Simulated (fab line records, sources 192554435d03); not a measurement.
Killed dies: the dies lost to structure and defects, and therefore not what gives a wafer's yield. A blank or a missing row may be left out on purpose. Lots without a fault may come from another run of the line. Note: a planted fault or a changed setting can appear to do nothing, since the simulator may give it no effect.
A lot that was struck, set against a sound lot	flow n5Finfet	21 steps out of a route of 1938
Sound: these wafers, L710.1, L710.4, L710.6. Wafers struck: L696.3, L696.4, L696.5. The cause comes at the end.
Each step with rows lists, per side, the tool, then ch with its chambers, then its first start. Under that, the readings that differ: sound wafers	struck wafers	difference of the means	sigmas: that difference in standard deviations of wafers without a fault.
alike: a reading whose means differ by less than 2 such deviations, as well as words and numbers matching on both sides. not compared: withheld readings; readings where some wafer has no value; bounds like >300 that might hide an equal value; numbers whose values overlap and for which the record gives no deviation.
The two part at a step that has a row with sigmas, a row that says differs or no value, or rows on one side only. Non-overlapping numbers with no deviation appear without sigmas and do not part them. A reading missing from all wafers of one side parts the sides only when that side holds two or more wafers.

first, 7 steps without rows for these wafers: N5_BEOL_M5_COAT_71 (time 60 s, resist thk 5 nm); N5_BEOL_M5_COAT_05 (resist thk 30 nm); N5_BEOL_M5_EBR_07; N5_BEOL_M5_SOFTBAKE_06 (time 60 s); N5_BEOL_M5_EXPOSE_08 (exposes mask M5, target cd 28 nm); N5_BEOL_M5_PEB_09 (peb time 60 s); N5_BEOL_M5_DEVELOP_10 (develop time 30 s).
N5_BEOL_M5_CD_MEAS_11: the cd target is 27.74 nm.
  sound on cdSem-02 ch 0, day 13 14:16; struck on cdSem-01 ch 0, day 9 16:10
  alike: cdNm
N5_BEOL_M5_OVL_MEAS_12:
  sound on overlay-02 ch 0, day 13 14:17; struck on overlay-02 ch 0, day 9 16:13
  alike: M5_OVL
N5_BEOL_M5_INSPECT_13: inspects for defects (brightfield).
  sound: defectInspect-02 at day 13 14:21; struck: defectInspect-02 at day 9 16:16
  alike: rawDefectCount
N5_BEOL_M5_DESCUM_16: chemistry O2, time 7 s.
  sound on rieDiel-04 ch 1,2, day 13 14:23; struck on rieDiel-05 ch 0,1,2, day 9 16:18
  alike: drypumpMotorCurrentA, o2FlowSccm, oesProductAu, rfVppV, showerheadPlenumPTorr, throttleValvePct
  not compared: rfHoursCounterH
N5_BEOL_M5_ETCH_72: etches underlayer in N2/H2, target depth 6.5 nm, time 5.2 s.
  sound on rieDiel-04 ch 1,2, day 13 14:25; struck on rieDiel-05 ch 0,1,2, day 9 16:20
  alike: biasW, chamberPressureMTorr, drypumpMotorCurrentA, etchRfOnTimeS, oesProductAu, rfVppV, showerheadPlenumPTorr, throttleValvePct
  not compared: rfHoursCounterH
N5_BEOL_M5_ETCH_61: etches SiARC in CF4, target depth 15.6 nm, time 26 s.
  sound on rieDiel-04 ch 1,2, day 13 14:26; struck on rieDiel-05 ch 0,1,2, day 9 16:21
  no value came back on the struck wafers for any of 9 readings (biasW (W), cf4FlowSccm (sccm) and others); on the sound wafers biasW (W) reads 35.90 35.97 35.77
  not compared: rfHoursCounterH
N5_BEOL_M5_ETCH_62: etches SOC in N2/H2, target depth 75 nm, overetch 15 nm, time 112.5 s.
  sound on rieDiel-04 ch 1,2, day 13 14:28; struck on rieDiel-05 ch 0,1,2, day 9 16:23
reading	sound	struck	difference	sigmas
oesProductAu (a.u.)	0.56 0.59 0.56	0.29 0.28 0.27	-0.29	-5
  alike: biasW, chamberPressureMTorr, drypumpMotorCurrentA, rfVppV, showerheadPlenumPTorr, throttleValvePct
  not compared: rfHoursCounterH
then, 2 steps without rows for these wafers: N5_BEOL_M5_STRIP_63 (strips in N2/H2); N5_BEOL_M5_STRIP_73 (strips in N2/H2).
N5_BEOL_M5_STRIP_64: strips in CF4.
  sound on rieDiel-04 ch 1,2, day 13 14:35; struck on rieDiel-05 ch 0,1,2, day 9 16:31
  alike: drypumpMotorCurrentA, oesProductAu, rfVppV, showerheadPlenumPTorr, throttleValvePct
  not compared: rfHoursCounterH
N5_BEOL_M5_HM_OPEN_17: chemistry Cl2/BCl3, target TiN, target depth 20 nm, overetch 6 nm.
  sound on rieMetal-03 ch 0,1, day 13 14:38; struck on rieMetal-01 ch 0,1, day 9 16:35
reading	sound	struck	difference	sigmas
oesProductAu (a.u.)	0.61 0.63 0.64	0.26 0.23 0.26	-0.38	-5
throttleValvePct (%)	22.16 22.19 22.19	22.86 23.30 22.87	+0.83	+5
  alike: drypumpMotorCurrentA, mfcArSccm
  not compared: rfHoursCounterH
N5_BEOL_M5_STRIP_19: strips in O2.
  sound on rieDiel-01 ch 1,3, day 13 14:44; struck on rieDiel-05 ch 1,3, day 9 16:40
  alike: drypumpMotorCurrentA, o2FlowSccm, oesProductAu, rfVppV, showerheadPlenumPTorr, throttleValvePct
  not compared: rfHoursCounterH
N5_BEOL_M5_CD_MEAS_18: pitch 56 nm, target cd 28 nm.
  sound: cdSem-02 at day 13 14:49; struck: cdSem-01 at day 9 16:44
reading	sound	struck	difference	sigmas
cdNm (nm)	27.9 27.9 27.9	- - -	no value on the struck wafers	
then, 1 step without rows for these wafers: N5_BEOL_M5_COAT_65 (time 60 s, resist thk 60 nm).

## WHERE THEY PART
At N5_BEOL_M5_ETCH_61 first; at N5_BEOL_M5_CD_MEAS_18 last (within this record only).

WHY: what had been put in by the simulator
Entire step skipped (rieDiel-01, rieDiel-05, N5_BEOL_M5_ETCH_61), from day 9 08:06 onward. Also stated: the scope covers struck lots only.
